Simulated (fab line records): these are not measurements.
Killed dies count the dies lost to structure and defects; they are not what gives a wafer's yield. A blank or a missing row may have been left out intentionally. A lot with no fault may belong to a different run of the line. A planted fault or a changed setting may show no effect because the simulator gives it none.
Check of tool commonality	flow nand harc	36 wafers sampled across 12 lots

## WHAT PROMPTED THE OPENING
Flagged at NHARC_END_SORT_01: reading sort_bin_2_pct, on 2 of 12 lots. No-fault wafers: 2.9 %, standard deviation 1.4.
Rule: flag the lot when none of its wafers has a number, or when each of its wafers that has one lies beyond 4 standard deviations from that mean. As for the other lots, they are considered sound.

lot	measured	on	sort_bin_2_pct (%), wafer by wafer	flag
L370	day 24 12:26	prober-01	2.2 2.7 2.5	
L372	day 25 01:58	prober-02	2.5 2.7 2.8	
L375	day 27 00:24	prober-02	3.7 4.4 4.4	
L376	day 27 08:38	prober-01	4.9 6.9 5.8	
L377	day 27 08:38	prober-02	1.3 1.3 2.1	
L378	day 27 17:13	prober-01	3.2 3.2 3.2	
L379	day 28 17:42	prober-01	92.5 91.6 93.1	FLAGGED
L382	day 29 10:06	prober-02	95.9 96.9 96.3	FLAGGED
L386	day 30 23:29	prober-02	2.5 2.1 2.5	
L390	day 33 10:22	prober-01	2.7 3.7 3.0	
L391	day 33 11:07	prober-02	1.3 1.0 1.3	
L392	day 34 08:01	prober-01	3.0 1.6 3.4	
The numbers of the flagged lots are 94.4 % on average: +91.5 % against the usual, or +65 standard deviations.

## LOT BY LOT: THE TOOL USED
Before the reading, the record contains 4 process steps out of a 1302-step route. Read each cell as the tool, then ch plus the chambers that the sampled wafers visited, then the start.
lot	flag	NHARC_A_CONTACT_STRIP_26	NHARC_A_BLC_ETCH_18	NHARC_A_BLC_ALD_23	NHARC_A_M0_DEP_00
L370		rie diel-04 ch 0,2,3, day 22 17:32 or earlier	rie diel-10 ch 0,1,2, day 22 17:32 or earlier	ald metal-03 ch 1,2, day 22 17:32	pecvd-01 ch 0,1,2, day 22 18:46
L372		rie diel-09 ch 0,1,3, day 23 08:11 or earlier	rie diel-10 ch 0,1,2, day 23 08:11 or earlier	ald metal-01 ch 0,1,2, day 23 08:11	pecvd-01 ch 0,1, day 23 09:24
L375		rie diel-07 ch 1,2,3, day 25 07:29 or earlier	rie diel-08 ch 0,1, day 25 07:29 or earlier	ald metal-01 ch 1,2,3, day 25 07:29	pecvd-04 ch 1,2, day 25 08:39
L376		rie diel-09 ch 0,1,2, day 25 13:53 or earlier	rie diel-10 ch 2,3, day 25 13:53 or earlier	ald metal-04 ch 0,1,3, day 25 13:53	pecvd-04 ch 1,2, day 25 15:14
L377		rie diel-09 ch 0,1,3, day 25 15:18 or earlier	rie diel-12 ch 0,2,3, day 25 15:18 or earlier	ald metal-01 ch 0,1,3, day 25 15:18	pecvd-04 ch 0,2, day 25 16:33
L378		rie diel-09 ch 0,1,2, day 25 21:21 or earlier	rie diel-12 ch 0,1, day 25 21:21 or earlier	ald metal-03 ch 0,2,3, day 25 21:21	pecvd-04 ch 0,1,2, day 25 22:35
L379	FLAGGED	rie diel-09 ch 0,1,2, day 26 23:21 or earlier	rie diel-08 ch 0,2,3, day 26 23:21 or earlier	ald metal-03 ch 0,2,3, day 26 23:21	pecvd-04 ch 1,2, day 27 00:31
L382	FLAGGED	rie diel-04 ch 0,2,3, day 27 15:19 or earlier	rie diel-08 ch 0,1,3, day 27 15:19 or earlier	ald metal-04 ch 0,1,2, day 27 15:19	pecvd-01 ch 0,1,2, day 27 16:40
L386		rie diel-07 ch 0,1,3, day 29 07:44 or earlier	rie diel-08 ch 0,1, day 29 07:44 or earlier	ald metal-01 ch 1,2,3, day 29 07:44	pecvd-04 ch 0,1, day 29 08:59
L390		rie diel-04 ch 0,1, day 31 18:20 or earlier	rie diel-08 ch 0,2,3, day 31 18:20 or earlier	ald metal-01 ch 0,1,2, day 31 18:20	pecvd-04 ch 0,1, day 31 19:47
L391		rie diel-07 ch 1,2, day 31 16:49 or earlier	rie diel-08 ch 0,2,3, day 31 16:49 or earlier	ald metal-03 ch 0,1,3, day 31 16:49	pecvd-01 ch 0,2, day 31 18:00
L392		rie diel-07 ch 0,1,3, day 32 14:25 or earlier	rie diel-10 ch 1,3, day 32 14:25 or earlier	ald metal-04 ch 1,2, day 32 14:25	pecvd-01 ch 0,1,2, day 32 15:37
These steps, and what they do:
- NHARC_A_CONTACT_STRIP_26: strips in O2.
- NHARC_A_BLC_ETCH_18: etches the open film in C4F8/O2/Ar, target depth 910 nm.
- NHARC_A_BLC_ALD_23: deposits TiN, target thk 3 nm, pulse time 1 s, ald cycles 150.
- NHARC_A_M0_DEP_00: deposits SiOC, target thk 150 nm.
- NHARC_END_SORT_01

## FLAGGED AGAINST TOTAL, ONE TOOL AT A TIME (gauges that did the reading follow at the end)
step	tool	lots run	flagged	share of the flagged lots	sound lots run after its first flagged lot
NHARC_A_CONTACT_STRIP_26	rie diel-04	3	1	some	1 (L390)
NHARC_A_CONTACT_STRIP_26	rie diel-07	4	0	none	-
NHARC_A_CONTACT_STRIP_26	rie diel-09	5	1	some	0
NHARC_A_BLC_ETCH_18	rie diel-08	6	2	all	3 (L386,L391,L390)
NHARC_A_BLC_ETCH_18	rie diel-10	4	0	none	-
NHARC_A_BLC_ETCH_18	rie diel-12	2	0	none	-
NHARC_A_BLC_ALD_23	ald metal-01	5	0	none	-
NHARC_A_BLC_ALD_23	ald metal-03	4	1	some	1 (L391)
NHARC_A_BLC_ALD_23	ald metal-04	3	1	some	1 (L392)
NHARC_A_M0_DEP_00	pecvd-01	5	1	some	2 (L391,L392)
NHARC_A_M0_DEP_00	pecvd-04	7	1	some	2 (L386,L390)
NHARC_END_SORT_01	prober-01	6	1	some	2 (L390,L392)
NHARC_END_SORT_01	prober-02	6	1	some	2 (L386,L391)
NHARC_A_CONTACT_STRIP_26 gives no start for some lots, so the hours and the order of its lots are those of NHARC_A_BLC_ALD_23. NHARC_A_BLC_ETCH_18 gives no start for some lots, so the hours and the order of its lots are those of NHARC_A_BLC_ALD_23.

## WHAT IS ALLOWED BY THE TABLE
All flagged lots share 1 row of the table, namely rie diel-08 at NHARC_A_BLC_ETCH_18.
- rie diel-08 at NHARC_A_BLC_ETCH_18: 2 of its 6 lots flagged. Lots that were sound ran on it after the first flagged one (L386, L391, L390); a persistent fault on the entire tool would not allow that.
Not one row of the table ran every flagged lot while running no sound lot after the first.

## WHAT HAD BEEN PUT IN BY THE SIMULATOR
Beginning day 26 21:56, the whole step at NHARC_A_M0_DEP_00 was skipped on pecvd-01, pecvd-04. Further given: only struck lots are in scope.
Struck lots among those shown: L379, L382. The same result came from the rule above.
